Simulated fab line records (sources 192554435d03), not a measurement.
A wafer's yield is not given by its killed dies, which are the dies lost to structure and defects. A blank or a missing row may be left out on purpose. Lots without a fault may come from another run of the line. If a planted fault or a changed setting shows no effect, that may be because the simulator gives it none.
fab line records ; flow n5Finfet ; part 1 of 2: steps 1 to 43 of 44
record: lots: 6; wafers: 18; lastDay: 17
route steps=1938 shown SD_EPI_N@276 SD_EPI_P@295 PASSIVATION@1936
lots with no fault: from the same line, run without faults
startH: the number of hours between the record's first day and the start of the first shown wafer of the lot ; waitH: hours since the lot's step before ; " unchanged from the row above ; L1.1+2: one row covering several wafers at once ; - either no value or no given start ; * or withheld: withheld ; < > ~ a bound
route shown NAME@n: NAME is a module with steps in the file, n the number in the route of the first one ; usual: mean/standard deviation of fault-free wafers ; same: alike in all rows ; chamber/n: place in a boat ; sites: per-site readings ; _std_site: how widely they spread, as a standard deviation ; _edge_site: mean of outer sites minus mean of inner sites ; radiusMm: how far each site lies from the wafer's centre ; mask NAME#n: copy n ; behind: the last tool/chamber to shape the wafer ; hold: why the lot was held/for how many hours/how that ended ; device: the transistor (n, p or np) that didn't switch ; end of line: at the end of the route, the tests of the same wafers ; where a step has no rows: the recipe by itself ; killed: dies lost to structure and defects at the first sort, not the wafer's yield ; map: per-die view of a wafer (x killed, . not killed, _ where there is no die)
set.NAME: the setting that was run; set.NAME@STEP: the one run at that earlier step ; model.NAME: the simulator's own value behind a step, which no gauge read
a table for each step, a row for each wafer; lots at some steps of the route
services: a tool's chamber out of use, with start hour (startH, from the record's first day; less than 0 if before it), hours out, and reason
== steps ==
step: N5_SD_EPI_N_STRIP_36
recipe: chemistry: N2/H2; tempC: 40; n2FlowSccm: 200; h2FlowSccm: 200; rfFrequencyHz: 6e+07
step: N5_SD_EPI_N_ETCHBACK_44
recipe: chemistry: CH3F/O2; mode: anisotropicEtchback; target: SiNx; targetDepthA: 145; stopOn: SiO2; overEtchFrac: 0.3; ionEnergyEv: 120; pressureMtorr: 30; sourceW: 395; biasW: 73; Ar_flow_sccm: 150; CH3F_flow_sccm: 30; O2_flow_sccm: 20
step: N5_SD_EPI_N_ETCH_45
recipe: chemistry: CH3F/O2; target: SiOCN; targetDepthA: 60; maskMaterial: SOC; ionEnergyEv: 60; biasW: 29; pressureMtorr: 15; sourceW: 410; Ar_flow_sccm: 150; CH3F_flow_sccm: 30; O2_flow_sccm: 20
step: N5_SD_EPI_N_ETCH_16
recipe: chemistry: CHF3/O2; target: SiO2; targetDepthA: 50; maskMaterial: SOC; pressureMtorr: 30; sourceW: 650; biasW: 170; Ar_flow_sccm: 200; CHF3_flow_sccm: 50; O2_flow_sccm: 5; ionEnergyEv: 200
usual: biasW: 169.9/0.51; drypumpMotorCurrentA: 5.6/0.4; mfcArSccm: 200.1/0.61; oesProductAu: 0.81/0.088; rfVppV: 528/8.1; showerheadPlenumPTorr: 2.41/0.07; throttleValvePct: 18.9/0.31
lot.wafer;tool;chamber;startH;waitH;biasW;drypumpMotorCurrentA;mfcArSccm;oesProductAu;rfHoursCounterH;rfVppV;showerheadPlenumPTorr;throttleValvePct
L271.2;rieDiel-01;0;57.42;0.1;169.8;5.1;199.8;0.90;22;530;2.37;18.5
L271.4;rieDiel-01;0;57.42;0.1;170.9;5.1;199.8;0.91;-;529;2.37;18.5
L271.5;rieDiel-01;3;57.42;0.1;170.0;5.2;200.5;0.97;-;535;2.37;18.9
L274.1;rieDiel-01;2;74.14;0.1;170.5;5.8;199.7;0.73;185;525;2.38;19.2
L274.4;rieDiel-01;3;74.14;0.1;170.0;5.2;200.2;0.93;-;535;2.37;18.9
L274.6;rieDiel-01;2;74.14;0.1;170.4;5.8;199.9;0.72;-;527;2.38;19.2
L284.3;rieDiel-05;3;132.94;0.1;168.7;5.6;199.0;0.74;174;513;2.42;19.0
L284.4;rieDiel-05;0;132.94;0.1;170.5;5.5;201.3;0.83;49;534;2.53;18.4
L284.5;rieDiel-05;1;132.94;0.1;169.8;5.5;201.3;0.74;-;524;2.41;19.4
L285.2;rieDiel-01;1;139.11;0.1;169.9;5.6;201.2;0.94;18;524;2.45;18.5
L285.4;rieDiel-01;0;139.11;0.1;169.4;5.1;199.6;0.85;-;529;2.35;18.6
L285.6;rieDiel-01;1;139.11;0.1;170.7;5.6;200.4;0.94;-;524;2.45;18.5
L290.2;rieDiel-01;1;171.43;0.1;170.4;5.5;199.8;0.91;31;521;2.45;18.5
L290.3;rieDiel-01;3;171.43;0.1;170.2;5.2;199.2;0.86;48;535;2.36;18.9
L290.4;rieDiel-01;0;171.43;0.1;170.1;5.0;199.3;0.84;69;529;2.35;18.6
L291.1;rieDiel-05;2;175.49;0.1;169.6;6.3;200.0;0.68;224;525;2.47;19.0
L291.4;rieDiel-05;3;175.49;0.1;169.8;5.6;200.6;0.73;191;511;2.41;19.1
L291.6;rieDiel-05;3;175.49;0.1;170.0;5.6;199.9;0.72;-;512;2.41;19.1
step: N5_SD_EPI_N_STRIP_47
recipe: chemistry: CHF3/O2; resist: SiARC; rfFrequencyHz: 6e+07
step: N5_SD_EPI_N_SD_RECESS_17
recipe: chemistry: HBr/Cl2/O2; targetDepthA: 410; maskMaterial: SOC; timeS: 23.7; btTimeS: 3; pressureMtorr: 10; icpW: 800; biasW: 112; HBr_flow_sccm: 150; Cl2_flow_sccm: 80; O2_flow_sccm: 12
usual: biasW: 112.0/0.32; drypumpMotorCurrentA: 5.7/0.51; mfcCl2Sccm: 80.02/0.24; oesProductAu: 1.005/0.017; throttleValvePct: 37.0/0.45
lot.wafer;tool;chamber;startH;waitH;biasW;drypumpMotorCurrentA;mfcCl2Sccm;oesProductAu;rfHoursCounterH;throttleValvePct
L271.2;rieSi-04;0;57.49;0.0;112.2;4.9;79.71;1.029;1;36.3
L271.4;rieSi-04;2;57.49;0.0;112.2;5.6;80.50;0.993;4;36.8
L271.5;rieSi-04;0;57.49;0.0;112.1;4.8;79.70;1.030;-;36.3
L274.1;rieSi-06;2;74.21;0.0;112.3;5.8;80.05;0.978;40;36.6
L274.4;rieSi-06;0;74.21;0.0;112.5;5.1;79.81;1.011;162;37.4
L274.6;rieSi-06;0;74.21;0.0;112.4;5.1;80.28;1.004;-;37.4
L284.3;rieSi-02;0;133.01;0.0;111.9;6.5;80.08;0.992;134;36.9
L284.4;rieSi-02;3;133.01;0.0;111.7;5.4;80.10;1.010;100;36.9
L284.5;rieSi-02;2;133.01;0.0;111.4;5.9;80.14;1.006;-;36.8
L285.2;rieSi-04;0;139.18;0.0;111.8;4.8;79.97;1.031;2;36.3
L285.4;rieSi-04;1;139.18;0.0;111.5;5.7;79.98;0.997;98;37.7
L285.6;rieSi-04;2;139.18;0.0;111.5;5.7;80.06;0.986;-;36.8
L290.2;rieSi-06;0;171.50;0.0;111.9;5.2;79.79;1.001;164;37.4
L290.3;rieSi-06;1;171.50;0.0;112.3;5.8;80.26;1.027;93;37.1
L290.4;rieSi-06;2;171.50;0.0;112.0;5.8;80.88;0.970;41;36.6
L291.1;rieSi-02;3;175.57;0.0;112.0;5.4;80.38;1.012;101;36.9
L291.4;rieSi-02;2;175.57;0.0;111.9;5.9;79.56;1.016;87;36.8
L291.6;rieSi-02;1;175.57;0.0;111.8;5.8;80.28;1.000;-;37.5
step: N5_SD_EPI_N_STRIP_38
recipe: chemistry: N2/H2; powerW: 1000; tempC: 250; h2Frac: 0.65; overashFraction: 0.3; pressureMtorr: withheld; n2FlowSccm: 1750; h2FlowSccm: 3250
step: N5_SD_EPI_N_WET_ETCH_43
recipe: chemistry: dHF; dilution: withheld; timeS: 14; target: SiO2; targetDepthA: 15; tempC: 25
step: N5_SD_EPI_N_STRIP_18
recipe: chemistry: SPM; timeS: 750; tempC: 130; h2so4H2o2VolRatio: 4
step: N5_SD_EPI_N_SRD_20
recipe: dry: ipaMarangoni; doPpb: 5; timeS: 30; tempC: 23; rinseLiquid: diw
step: N5_SD_EPI_N_PRECLEAN_48
recipe: chemistry: NF3:NH3; afsCycles: 2; tempC: 30; timeS: 20; sublimationTempC: 180; sublimationTimeS: 60; pressureTorr: 3; rfPowerW: 30
step: N5_SD_EPI_N_VAPOR_ETCH_50
recipe: chemistry: HCl; target: Si; tempC: 775; timeS: 54; pressureTorr: 20; mode: isotropic
step: N5_SD_EPI_N_EPI_21
recipe: material: Si:P; dopant: P; tempC: 680; pressureTorr: 255; timeS: 690
usual: epiGrowthTimeS: 690/0; susceptor_temp_C_max: 681.3/0.46
lot.wafer;tool;chamber;startH;waitH;epiGrowthTimeS;susceptor_temp_C_max;model.Si-P_of_SD_EPI_N_EPI_21.thkNm
L271.2;epiRpcvd-03;0;58.91;0.4;690;681.2;59.6
L271.4;epiRpcvd-03;0;58.91;0.4;690;681.6;60
L271.5;epiRpcvd-03;0;58.91;0.4;690;681.0;59.4
L274.1;epiRpcvd-03;0;75.20;0.1;690;681.1;59.6
L274.4;epiRpcvd-03;0;75.20;0.1;690;680.6;58.6
L274.6;epiRpcvd-03;0;75.20;0.1;690;681.3;59.4
L284.3;epiRpcvd-03;0;134.56;0.7;583.35;680.8;53
L284.4;epiRpcvd-03;0;134.56;0.7;583.35;681.7;52.6
L284.5;epiRpcvd-03;0;134.56;0.7;583.35;681.6;52.8
L285.2;epiRpcvd-03;0;140.47;0.4;690;681.3;58.6
L285.4;epiRpcvd-03;0;140.47;0.4;583.35;681.8;52.2
L285.6;epiRpcvd-03;0;140.47;0.4;690;681.3;59
L290.2;epiRpcvd-01;0;173.04;0.5;690;680.8;59.4
L290.3;epiRpcvd-01;0;173.04;0.5;690;680.9;58.6
L290.4;epiRpcvd-01;0;173.04;0.5;690;681.5;58.8
L291.1;epiRpcvd-04;0;176.83;0.3;690;682.0;58.8
L291.4;epiRpcvd-04;0;178.32;1.6;690;681.4;58.8
L291.6;epiRpcvd-04;0;179.32;2.5;690;681.2;59.2
step: N5_SD_EPI_N_EPI_MEAS_23
recipe: mode: xrd
usual: thkNm: 58.9/1
lot.wafer;tool;chamber;startH;waitH;thkNm
L271.2;filmMetro-02;-;60.36;1.2;60.7
L271.4;filmMetro-02;-;60.36;1.2;60.0
L271.5;filmMetro-02;-;60.36;1.2;58.1
L274.1;filmMetro-02;-;76.91;1.4;59.5
L274.4;filmMetro-02;-;76.91;1.4;58.9
L274.6;filmMetro-02;-;76.91;1.4;59.4
L284.3;filmMetro-02;-;135.72;0.9;52.5
L284.4;filmMetro-02;-;135.72;0.9;53.2
L284.5;filmMetro-02;-;135.72;0.9;53.7
L285.2;filmMetro-01;-;141.93;1.2;57.5
L285.4;filmMetro-01;-;141.93;1.2;52.3
L285.6;filmMetro-01;-;141.93;1.2;60.2
L290.2;filmMetro-01;-;174.95;1.5;61.2
L290.3;filmMetro-01;-;174.95;1.5;57.8
L290.4;filmMetro-01;-;174.95;1.5;60.3
L291.1;filmMetro-02;-;179.85;2.5;59.7
L291.4;filmMetro-02;-;179.85;2.5;60.3
L291.6;filmMetro-02;-;179.85;2.5;58.3
step: N5_SD_EPI_N_PRECLEAN_24
recipe: chemistry: O3/DIW; timeS: 60; tempC: 22; o3Ppm: 10
step: N5_SD_EPI_N_SRD_25
recipe: timeS: 30; tempC: 23; rinseLiquid: diw; dry: ipaMarangoni
step: N5_SD_EPI_N_PRECLEAN_49
recipe: chemistry: NF3:NH3; afsCycles: 1; tempC: 30; timeS: 20; sublimationTempC: 180; sublimationTimeS: 60; pressureTorr: 3; rfPowerW: 30
step: N5_SD_EPI_N_LINER_46
recipe: material: SiNx; targetThkA: 30; tempC: 400; aldPrecursorFamily: SiH2I2; aldCoReactant: N2/H2-plasma; pressureTorr: 2
usual: heaterPowerW: 890/130
lot.wafer;tool;chamber;startH;waitH;heaterPowerW
L271.2;aldSin-04;1;60.67;0.1;1095
L271.4;aldSin-04;0;60.67;0.1;878
L271.5;aldSin-04;1;60.67;0.1;1085
L274.1;aldSin-04;3;77.29;0.2;880
L274.4;aldSin-04;1;77.29;0.2;1096
L274.6;aldSin-04;2;77.29;0.2;686
L284.3;aldSin-04;1;136.48;0.6;1116
L284.4;aldSin-04;0;136.48;0.6;904
L284.5;aldSin-04;3;136.48;0.6;883
L285.2;aldSin-02;2;142.23;0.1;915
L285.4;aldSin-02;3;142.23;0.1;1090
L285.6;aldSin-02;2;142.23;0.1;911
L290.2;aldSin-02;3;175.25;0.1;1072
L290.3;aldSin-02;0;175.25;0.1;908
L290.4;aldSin-02;2;175.25;0.1;909
L291.1;aldSin-04;1;180.25;0.3;1084
L291.4;aldSin-04;2;180.25;0.3;691
L291.6;aldSin-04;1;180.25;0.3;1088
step: N5_SD_EPI_N_INSPECT_26
recipe: inspectInstrument: darkfield; mode: postEpi
usual: rawDefectCount: 212/46
lot.wafer;tool;chamber;startH;waitH;rawDefectCount
L271.2;defectInspect-02;-;60.92;0.1;323
L271.4;defectInspect-02;-;60.92;0.1;222
L271.5;defectInspect-02;-;60.92;0.1;218
L274.1;defectInspect-02;-;77.54;0.1;228
L274.4;defectInspect-02;-;77.54;0.1;193
L274.6;defectInspect-02;-;77.54;0.1;182
L284.3;defectInspect-01;-;136.74;0.1;244
L284.4;defectInspect-01;-;136.74;0.1;291
L284.5;defectInspect-01;-;136.74;0.1;204
L285.2;defectInspect-01;-;142.48;0.1;252
L285.4;defectInspect-01;-;142.48;0.1;173
L285.6;defectInspect-01;-;142.48;0.1;178
L290.2;defectInspect-02;-;175.50;0.1;345
L290.3;defectInspect-02;-;175.50;0.1;201
L290.4;defectInspect-02;-;175.50;0.1;323
L291.1;defectInspect-02;-;180.50;0.1;178
L291.4;defectInspect-02;-;180.50;0.1;185
L291.6;defectInspect-02;-;180.50;0.1;221
step: N5_SD_EPI_P_COAT_34
recipe: resist: SOC; tempC: 250; timeS: 60; spinRpm: 1500; resistThkNm: 350
step: N5_SD_EPI_P_COAT_35
recipe: resist: SiARC; tempC: 220; timeS: 60; spinRpm: 1500; resistThkNm: 35
step: N5_SD_EPI_P_COAT_03
recipe: resist: CAR-ArF-block; spinRpm: 1500; resistThkNm: 150
step: N5_SD_EPI_P_EBR_05
recipe: solvent: PGMEA; ebrWidthMm: 1.5
step: N5_SD_EPI_P_SOFTBAKE_04
recipe: tempC: 110; timeS: 60; resist: CAR-ArF-block
step: N5_SD_EPI_P_EXPOSE_06
recipe: maskId: SD_P_BLK; na: 1.35; sourceShape: conventional; sigmaOuter: 0.8; polarization: unpolarized; targetCdNm: 240; doseMj: 39.5
step: N5_SD_EPI_P_PEB_07
recipe: pebTempC: 110; pebTimeS: 60; resist: CAR-ArF-block
step: N5_SD_EPI_P_DEVELOP_08
recipe: developTimeS: 30; developer: TMAH; resist: CAR-ArF-block; devTempC: 23; rinseLiquid: diw; dry: airSpin
step: N5_SD_EPI_P_CD_MEAS_09
recipe: targetCdNm: 240; landingEnergyEv: 500; detector: seInlens
usual: cdNm: 239.9/0.77
lot.wafer;tool;chamber;startH;waitH;cdNm
L271.2;cdSem-01;0;61.19;-;240.3
L271.4;cdSem-01;0;61.19;-;238.9
L271.5;cdSem-01;0;61.19;-;239.0
L274.1;cdSem-03;0;77.81;-;239.4
L274.4;cdSem-03;0;77.81;-;240.7
L274.6;cdSem-03;0;77.81;-;238.9
L284.3;cdSem-03;0;137.14;-;238.4
L284.4;cdSem-03;0;137.14;-;238.9
L284.5;cdSem-03;0;137.14;-;239.5
L285.2;cdSem-01;0;142.88;-;238.8
L285.4;cdSem-01;0;142.88;-;238.5
L285.6;cdSem-01;0;142.88;-;239.4
L290.2;cdSem-01;0;175.90;-;239.7
L290.3;cdSem-01;0;175.90;-;239.6
L290.4;cdSem-01;0;175.90;-;240.2
L291.1;cdSem-03;0;180.77;-;238.8
L291.4;cdSem-03;0;180.77;-;239.8
L291.6;cdSem-03;0;180.77;-;239.4
step: N5_SD_EPI_P_OVL_MEAS_10
recipe: pointsPerWafer: 44
usual: SD_P_BLK_OVL: 0.0/0.72
lot.wafer;tool;chamber;startH;waitH;SD_P_BLK_OVL[nm]
L271.2;overlay-02;0;61.22;0.0;0.0
L271.4;overlay-02;0;61.22;0.0;0.4
L271.5;overlay-02;0;61.22;0.0;-0.8
L274.1;overlay-02;0;77.85;0.0;1.3
L274.4;overlay-02;0;77.85;0.0;0.0
L274.6;overlay-02;0;77.85;0.0;0.9
L284.3;overlay-02;0;137.16;0.0;-0.5
L284.4;overlay-02;0;137.16;0.0;-0.4
L284.5;overlay-02;0;137.16;0.0;0.6
L285.2;overlay-02;0;142.91;0.0;0.4
L285.4;overlay-02;0;142.91;0.0;0.0
L285.6;overlay-02;0;142.91;0.0;-0.2
L290.2;overlay-02;0;175.93;0.0;-1.9
L290.3;overlay-02;0;175.93;0.0;-0.9
L290.4;overlay-02;0;175.93;0.0;-1.0
L291.1;overlay-02;0;180.80;0.0;0.1
L291.4;overlay-02;0;180.80;0.0;1.0
L291.6;overlay-02;0;180.80;0.0;1.4
step: N5_SD_EPI_P_INSPECT_11
recipe: mode: adi; inspectInstrument: macro
usual: rawDefectCount: 2.2/1.4
lot.wafer;tool;chamber;startH;waitH;rawDefectCount
L271.2;defectInspect-02;-;61.25;0.0;1
L271.4;defectInspect-02;-;61.25;0.0;2
L271.5;defectInspect-02;-;61.25;0.0;2
L274.1;defectInspect-01;-;77.87;0.0;4
L274.4;defectInspect-01;-;77.87;0.0;2
L274.6;defectInspect-01;-;77.87;0.0;3
L284.3;defectInspect-01;-;137.19;0.0;2
L284.4;defectInspect-01;-;137.19;0.0;1
L284.5;defectInspect-01;-;137.19;0.0;1
L285.2;defectInspect-02;-;142.94;0.0;4
L285.4;defectInspect-02;-;142.94;0.0;1
L285.6;defectInspect-02;-;142.94;0.0;2
L290.2;defectInspect-01;-;175.95;0.0;1
L290.3;defectInspect-01;-;175.95;0.0;3
L290.4;defectInspect-01;-;175.95;0.0;3
L291.1;defectInspect-02;-;180.82;0.0;1
L291.4;defectInspect-02;-;180.82;0.0;0
L291.6;defectInspect-02;-;180.82;0.0;1
step: N5_SD_EPI_P_DESCUM_14
recipe: chemistry: O2; timeS: 7.9; sourcePowerW: 50; biasPowerW: 20; pressureMtorr: 20; rfFrequencyHz: 2.712e+07; tempC: 40; resist: CAR-ArF-block; o2FlowSccm: 225
usual: drypumpMotorCurrentA: 5.8/0.34; oesProductAu: 0.82/0.078; rfVppV: 243.5/1.6; showerheadPlenumPTorr: 2.12/0.088; throttleValvePct: 20.40/0.25
lot.wafer;tool;chamber;startH;waitH;drypumpMotorCurrentA;oesProductAu;rfHoursCounterH;rfVppV;showerheadPlenumPTorr;throttleValvePct
L271.2;rieDiel-04;0;61.30;0.0;5.7;0.69;231;241.7;2.07;20.47
L271.4;rieDiel-04;2;61.30;0.0;5.4;0.87;-;241.0;2.03;20.43
L271.5;rieDiel-04;0;61.30;0.0;5.7;0.69;-;242.4;2.07;20.48
L274.1;rieDiel-06;2;78.04;0.2;6.0;0.87;51;245.6;2.24;20.35
L274.4;rieDiel-06;1;78.04;0.2;6.2;0.92;19;242.2;2.05;20.01
L274.6;rieDiel-06;0;78.04;0.2;5.6;0.75;-;243.0;2.02;20.65
L284.3;rieDiel-04;0;137.22;0.0;5.7;1.00;1;241.4;2.07;20.15
L284.4;rieDiel-04;3;137.22;0.0;6.0;0.92;14;244.2;2.14;20.49
L284.5;rieDiel-04;3;137.22;0.0;6.0;0.92;-;244.0;2.14;20.48
L285.2;rieDiel-06;3;143.24;0.3;5.6;0.76;150;244.6;2.18;20.35
L285.4;rieDiel-06;1;143.24;0.3;6.2;0.86;39;242.0;2.04;20.03
L285.6;rieDiel-06;1;143.24;0.3;6.2;0.88;-;243.0;2.04;20.03
L290.2;rieDiel-06;2;176.09;0.1;6.0;0.82;80;244.3;2.23;20.38
L290.3;rieDiel-06;3;176.09;0.1;5.6;0.75;160;244.6;2.18;20.35
L290.4;rieDiel-06;0;176.09;0.1;5.6;0.72;197;242.7;2.02;20.69
L291.1;rieDiel-04;3;180.86;0.0;6.0;0.90;23;244.5;2.14;20.48
L291.4;rieDiel-04;1;180.86;0.0;5.6;0.71;211;242.3;2.06;20.35
L291.6;rieDiel-04;2;180.86;0.0;5.3;0.82;-;242.3;2.02;20.47
step: N5_SD_EPI_P_ETCH_36
recipe: chemistry: CF4; target: SiARC; targetDepthA: 455; maskMaterial: CAR-ArF-block; timeS: 75.8; ionEnergyEv: 80; pressureMtorr: 40; sourceW: 545; biasW: 36; Ar_flow_sccm: 100; cf4FlowSccm: 100; ends: cleared
step: N5_SD_EPI_P_ETCH_37
recipe: chemistry: N2/H2; target: SOC; overetchA: 1080; maskMaterial: SiARC; tempC: 40; ionEnergyEv: 100; sourceW: 3000; biasW: 133; pressureMtorr: 20; timeS: 486; n2FlowSccm: 200; h2FlowSccm: 200; ends: endPoint
step: N5_SD_EPI_P_STRIP_38
recipe: chemistry: N2/H2; tempC: 40; n2FlowSccm: 200; h2FlowSccm: 200; rfFrequencyHz: 6e+07
step: N5_SD_EPI_P_ETCHBACK_46
recipe: chemistry: CH3F/O2; mode: anisotropicEtchback; target: SiNx; targetDepthA: 175; stopOn: SiO2; overEtchFrac: 0.3; ionEnergyEv: 120; pressureMtorr: 30; sourceW: 395; biasW: 73; Ar_flow_sccm: 150; CH3F_flow_sccm: 30; O2_flow_sccm: 20
step: N5_SD_EPI_P_ETCH_47
recipe: chemistry: CH3F/O2; target: SiOCN; targetDepthA: 250; maskMaterial: SOC; ionEnergyEv: 60; biasW: 29; pressureMtorr: 30; sourceW: 410; Ar_flow_sccm: 150; CH3F_flow_sccm: 30; O2_flow_sccm: 20
step: N5_SD_EPI_P_ETCH_16
recipe: chemistry: CHF3/O2; target: SiO2; targetDepthA: 50; maskMaterial: SOC; pressureMtorr: 30; sourceW: 650; biasW: 170; Ar_flow_sccm: 200; CHF3_flow_sccm: 50; O2_flow_sccm: 5; ionEnergyEv: 200
step: N5_SD_EPI_P_STRIP_50
recipe: chemistry: CHF3/O2; resist: SiARC; rfFrequencyHz: 6e+07
step: N5_SD_EPI_P_SD_RECESS_17
recipe: chemistry: HBr/Cl2/O2; targetDepthA: 391; btTimeS: 3; pressureMtorr: 10; icpW: 800; biasW: 112; HBr_flow_sccm: 150; Cl2_flow_sccm: 80; O2_flow_sccm: 12
usual: biasW: 112.0/0.33; drypumpMotorCurrentA: 5.6/0.39; mfcCl2Sccm: 79.93/0.25; oesProductAu: 1.002/0.02; throttleValvePct: 37.1/0.39
lot.wafer;tool;chamber;startH;waitH;biasW;drypumpMotorCurrentA;mfcCl2Sccm;oesProductAu;rfHoursCounterH;throttleValvePct
L271.2;rieSi-03;0;61.98;0.0;111.8;5.5;80.40;1.019;177;37.2
L271.4;rieSi-03;1;61.98;0.0;111.4;5.4;80.02;0.971;0;36.5
L271.5;rieSi-03;1;61.98;0.0;111.4;5.4;79.77;0.968;-;36.5
L274.1;rieSi-01;3;78.73;0.0;111.8;5.8;79.90;0.989;182;37.6
L274.4;rieSi-01;1;78.73;0.0;112.0;5.1;79.82;0.980;181;36.8
L274.6;rieSi-01;0;78.73;0.0;111.8;5.3;79.86;1.024;-;36.8
L284.3;rieSi-03;2;137.91;0.0;112.2;6.2;79.86;0.989;167;37.5
L284.4;rieSi-03;0;137.91;0.0;111.9;5.5;79.60;1.007;178;37.2
L284.5;rieSi-03;1;137.91;0.0;112.6;5.4;79.90;0.968;-;36.5
L285.2;rieSi-01;2;143.93;0.0;112.0;5.7;79.75;1.003;163;37.7
L285.4;rieSi-01;0;143.93;0.0;112.2;5.3;79.96;1.022;45;36.8
L285.6;rieSi-01;0;143.93;0.0;111.9;5.3;80.02;1.027;-;36.8
L290.2;rieSi-03;3;176.77;0.0;111.9;5.6;80.10;1.025;137;36.8
L290.3;rieSi-03;0;176.77;0.0;112.1;5.5;79.95;1.013;179;37.2
L290.4;rieSi-03;2;176.77;0.0;111.7;6.2;80.04;0.994;168;37.5
L291.1;rieSi-01;1;181.54;0.0;112.1;5.1;80.39;0.979;183;36.8
L291.4;rieSi-01;3;181.54;0.0;112.8;5.8;80.04;0.992;183;37.6
L291.6;rieSi-01;0;181.54;0.0;111.6;5.3;79.86;1.021;-;36.8
step: N5_SD_EPI_P_WET_ETCH_45
recipe: chemistry: dHF; dilution: withheld; timeS: 10.7; target: SiO2; targetDepthA: 20; tempC: 25; dry: ipaMarangoni; rinseTimeS: 30; rinseTempC: 23
step: N5_SD_EPI_P_STRIP_40
recipe: chemistry: N2/H2; powerW: 1000; tempC: 250; h2Frac: 0.65; overashFraction: 0.3; pressureMtorr: withheld; n2FlowSccm: 1750; h2FlowSccm: 3250
step: N5_SD_EPI_P_PRECLEAN_52
recipe: chemistry: O3/DIW; timeS: 60; tempC: 22; o3Ppm: 10
step: N5_SD_EPI_P_PRECLEAN_24
recipe: chemistry: O3/DIW; timeS: 45; tempC: 22; o3Ppm: 10
lot.wafer;tool;chamber;startH;waitH;model.Si-P_of_SD_EPI_N_EPI_21.thkNm
L271.2;wetBench-05;4;65.67;0.0;58.8
L271.4;wetBench-05;5;65.67;0.0;59
L271.5;wetBench-05;7;65.67;0.0;58.6
L274.1;wetBench-05;7;82.56;0.0;58.8
L274.4;wetBench-05;3;82.56;0.0;57.8
L274.6;wetBench-05;5;82.56;0.0;58.6
L284.3+5;wetBench-02;0,2;141.73;0.0;52.2
L284.4;wetBench-02;3;141.73;0.0;52
L285.2;wetBench-05;6;147.75;0.0;57.6
L285.4;wetBench-05;0;147.75;0.0;51.4
L285.6;wetBench-05;7;147.75;0.0;58
L290.2;wetBench-02;0;180.60;0.0;58.6
L290.3;wetBench-02;7;180.60;0.0;57.8
L290.4;wetBench-02;6;180.60;0.0;58
L291.1+4;wetBench-05;3,7;184.64;0.0;58
L291.6;wetBench-05;0;184.64;0.0;58.4
== key ==
firstSign: step: N5_SD_EPI_N_EPI_21; reading: epiGrowthTimeS; direction: down; sigmas: 99+; usual: *; struck: *
effect: step: N5_SD_EPI_N_EPI_MEAS_23; reading: thkNm; direction: down; sigmas: 5.8; usual: *; struck: *
modelEffect: step: N5_SD_EPI_N_EPI_21; value: Si-P_of_SD_EPI_N_EPI_21.thkNm; without: 58.8; struck: 52.65
modelEffect: step: N5_SD_EPI_P_PRECLEAN_24; value: Si-P_of_SD_EPI_N_EPI_21.thkNm; without: 58; struck: 51.95
metAt N5_SD_EPI_N_EPI_21
struckWafers L284.3,L284.4,L284.5,L285.4
testerLeftOut L284,L285
onsetBetween 75.20 134.56
fault: kind: processParameterDrift; tool: epiRpcvd-03; chamber: -; onsetH: 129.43; steps: N5_SD_EPI_N_EPI_21; channel: epiGrowthTimeS; offset: *; shape: step; endH: 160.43; scope: struckWafersOnly; stated: *
testerLeftOut: of these lots the tester's yield and bins aren't shown, on N5 and GAA mostly nor the transistor test; their killed dies are dies lost to structure and defects alone, not to doping, threshold or leakage, so they don't give the yield
